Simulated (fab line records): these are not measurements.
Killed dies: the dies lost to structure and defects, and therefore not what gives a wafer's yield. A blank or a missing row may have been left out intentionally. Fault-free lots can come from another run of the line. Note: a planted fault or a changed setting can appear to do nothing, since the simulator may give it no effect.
Lot-split experiment | flow n5Finfet | 7 lots, 21 wafers read, on a route of 1938 steps

## THE SPLIT
At N5_DUMMY_GATE_COAT_09 (resist thk 30 nm), the setting spinRpm was moved away from the recipe's 1500 rpm on 8 of the 21 wafers read, by -10.1% to +7.2%. For the rest of the wafers, this setting stayed at what the recipe calls for.

## FROM THE SPLIT TO THE READING: what the file shows between them, 6 steps
- N5_DUMMY_GATE_EXPOSE_12: exposes mask GATE, target cd 25 nm (also split here: doseMj)
- N5_DUMMY_GATE_PEB_13: peb time 60 s
- N5_DUMMY_GATE_DEVELOP_14: develop time 30 s
- N5_DUMMY_GATE_CD_MEAS_15: target cd 25.8 nm
- N5_DUMMY_GATE_DESCUM_20: chemistry O2, time 6.2 s
- N5_DUMMY_GATE_ETCH_29: etches underlayer in N2/H2, target depth 13 nm

## THE READING
CAR-EUV_of_DUMMY_GATE_COAT_09.thkNm (the simulator's own value, which no gauge read), in nm, at N5_DUMMY_GATE_ETCH_36 (etches SiARC in CF4, target depth 13 nm). No usual value for it is given in the file. The 13 wafers here that ran the recipe average 11.2 nm, standard deviation 0.31 nm.

wafer  | tool, chamber at the split | spinRpm as run, rpm | against the recipe | CAR-EUV_of_DUMMY_GATE_COAT_09.thkNm, nm | against lot-mates on the recipe
L074.1 | lithoTrack-01, 0           | 1400                | -6.7%              | 12.4                                    | +1.4
L074.5 | lithoTrack-01, 0           | 1400                | -6.7%              | 12.4                                    | +1.4
L074.2 | lithoTrack-01, 0           | 1500                | recipe             | 11                                      | -
L075.1 | lithoTrack-02, 0           | 1500                | recipe             | 11.2                                    | -
L075.3 | lithoTrack-02, 0           | 1500                | recipe             | 11.2                                    | -
L075.2 | lithoTrack-02, 0           | 1500                | recipe             | 11.6                                    | -
L077.1 | lithoTrack-03, 0           | 1500                | recipe             | 11.6                                    | -
L077.3 | lithoTrack-03, 0           | 1608                | +7.2%              | 9.8                                     | -1.7
L077.5 | lithoTrack-03, 0           | 1500                | recipe             | 11.4                                    | -
L080.1 | lithoTrack-02, 0           | 1500                | recipe             | 11                                      | -
L080.2 | lithoTrack-02, 0           | 1348                | -10.1%             | 13                                      | +2.0
L080.6 | lithoTrack-02, 0           | 1348                | -10.1%             | 12.6                                    | +1.6
L088.1 | lithoTrack-01, 0           | 1374                | -8.4%              | 13                                      | +1.5
L088.2 | lithoTrack-01, 0           | 1500                | recipe             | 11.8                                    | -
L088.4 | lithoTrack-01, 0           | 1500                | recipe             | 11.2                                    | -
L092.1 | lithoTrack-03, 0           | 1500                | recipe             | 11                                      | -
L092.2 | lithoTrack-03, 0           | 1605                | +7.0%              | 9.8                                     | -1.2
L092.3 | lithoTrack-03, 0           | 1605                | +7.0%              | 10.2                                    | -0.8
L093.1 | lithoTrack-02, 0           | 1500                | recipe             | 11.2                                    | -
L093.2 | lithoTrack-02, 0           | 1500                | recipe             | 10.6                                    | -
L093.5 | lithoTrack-02, 0           | 1500                | recipe             | 11                                      | -

FIT RESULTS
A straight line over all 21 wafers: CAR-EUV_of_DUMMY_GATE_COAT_09.thkNm changes by -0.175 nm for each +1% of spinRpm; r = -0.95; the points scatter about the line by 0.29 nm.
The same after taking each lot's own level away (the mean of its wafers on the recipe; 21 wafers): -0.182 nm for each +1%; r = -0.97; scatter 0.23 nm.
That fit puts the effect of the largest move of spinRpm on the reading at 1.8 nm.
The lots' own levels span 10.93 to 11.50 nm, that is 1.8 times the standard deviation above.
Consequently the slope shifts little with the lot-to-lot level, the two slopes agreeing.
Check: for one of the wafers moved furthest among these (-10.1%), held out of the fit, the line's prediction against its lot-mates is +1.82 nm. It came out at +2 nm against them.

## FURTHER SPLITS ON THESE WAFERS
Before the reading, these wafers also passed through other splits. Each is held against what the fit with the lots' levels taken away leaves over:
other split on the same wafers | wafers away from the commonest value | r with CAR-EUV_of_DUMMY_GATE_COAT_09.thkNm (lot level and that fit taken away)
N5_FIN_SAQP_PEB_14 pebTimeS    | 7                                    | +0.19
N5_FIN_SAQP_ETCH_65 timeS      | 6                                    | -0.05
N5_DUMMY_GATE_EXPOSE_12 doseMj | 7                                    | +0.23

## THE WHOLE CHAIN: every reading that the file lists as answering this split, in the file's order
step                    | what it does                                   | reading                                                                              | change (the file's fit)               | r (the file's)
N5_DUMMY_GATE_COAT_09   | resist thk 30 nm                               | CAR-EUV_of_DUMMY_GATE_COAT_09.thkNm (the simulator's own value, which no gauge read) | -0.153 nm for each +1% of the setting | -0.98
N5_DUMMY_GATE_DESCUM_20 | chemistry O2, time 6.2 s                       | CAR-EUV_of_DUMMY_GATE_COAT_09.thkNm (the simulator's own value, which no gauge read) | -0.162 nm for each +1% of the setting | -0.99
N5_DUMMY_GATE_ETCH_29   | etches underlayer in N2/H2, target depth 13 nm | CAR-EUV_of_DUMMY_GATE_COAT_09.thkNm (the simulator's own value, which no gauge read) | -0.176 nm for each +1% of the setting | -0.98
N5_DUMMY_GATE_ETCH_36   | etches SiARC in CF4, target depth 13 nm        | CAR-EUV_of_DUMMY_GATE_COAT_09.thkNm (the simulator's own value, which no gauge read) | -0.187 nm for each +1% of the setting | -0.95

## FILE'S OWN FIT
CAR-EUV_of_DUMMY_GATE_COAT_09.thkNm changes by -0.187 nm for each +1% of spinRpm, r = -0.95.
